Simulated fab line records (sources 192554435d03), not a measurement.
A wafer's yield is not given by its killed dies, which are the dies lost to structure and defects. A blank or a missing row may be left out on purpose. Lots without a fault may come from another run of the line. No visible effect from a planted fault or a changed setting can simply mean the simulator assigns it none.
Matching of chambers	flow n5_finfet	N5_BEOL_M13_ETCH_68 on rie_diel-06 has 4 sister chambers
The step etches SOC in N2/H2, time 355 s. 4 wafers are shown with their chamber, then 8 later ones without.

## EACH WAFER AND ITS CHAMBER
wafer	chamber	showerhead_plenum_p_Torr (Torr)
L082.2	2	2.74
L082.4	0	2.46
L082.5	1	2.43
L086.1	3	2.41

## WAFERS WITH NO CHAMBER GIVEN
wafer	showerhead_plenum_p_Torr (Torr)
L086.3	2.43
L086.5	2.46
L085.3	2.41
L085.4	2.43
L085.5	2.43
L097.2	2.72
L097.3	2.42
L097.5	2.42

## CHAMBER TAKEN BY EACH
wafer	from the rows above	in truth
L086.3	1	1
L086.5	0	0
L085.3	3	3
L085.4	1	1
L085.5	1	1
L097.2	2	2
L097.3	can't be placed: 3 or 1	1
L097.5	can't be placed: 3 or 1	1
Correctly placed: 6 of 8. Can't be placed from these rows: 2 (the true chamber is among the candidates in 2). Number placed wrongly: 0.
How it was worked out, from the rows above alone: a wafer's distance from a chamber is the root of the sum, over the readings, of the square of ((its reading less the chamber's mean) divided by the reading's scatter). If the next closest chamber is less than 2 further off than the closest, the wafer can't be placed; otherwise it belongs to the closest. A chamber's mean is the mean of its shown wafers. The scatter: root of mean squared gap, hidden wafer to nearest shown wafer, with one shown wafer a chamber.
